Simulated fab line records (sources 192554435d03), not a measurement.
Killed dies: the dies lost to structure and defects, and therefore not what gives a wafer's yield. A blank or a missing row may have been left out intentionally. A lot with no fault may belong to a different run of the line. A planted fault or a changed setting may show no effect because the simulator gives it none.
Chamber matching | flow n5_finfet | N5_BEOL_M2_PRE_CLEAN_60 on cvd_co-02: 3 sister chambers
The step time 15 s. 3 wafers are shown with their chamber, then 7 later ones without.

== WAFERS WITH THEIR CHAMBER ==
wafer  | chamber | heater_power_w (W)
L090.1 | 0       | 80
L091.2 | 2       | 92
L091.3 | 1       | 71

== WAFERS MISSING THEIR CHAMBER ==
wafer  | heater_power_w (W)
L091.6 | 80
L094.2 | 94
L094.3 | 72
L094.5 | 70
L096.1 | 93
L096.3 | 80
L096.5 | 94

== EACH ONE'S CHAMBER ==
wafer  | from the rows above | in truth
L091.6 | 0                   | 0
L094.2 | 2                   | 2
L094.3 | 1                   | 1
L094.5 | 1                   | 1
L096.1 | 2                   | 2
L096.3 | 0                   | 0
L096.5 | 2                   | 2
Placed correctly: 7 of 7. Left unplaced by these rows: 0. 0 placed wrongly.
How it was worked out, from the rows above alone: a wafer's distance from a chamber is the root of the sum, over the readings, of the square of ((its reading less the chamber's mean) divided by the reading's scatter). If the next closest chamber is less than 2 further off than the closest, the wafer can't be placed; otherwise it belongs to the closest. A chamber's mean is the mean of its shown wafers. The scatter: root of mean squared gap, hidden wafer to nearest shown wafer, with one shown wafer a chamber.
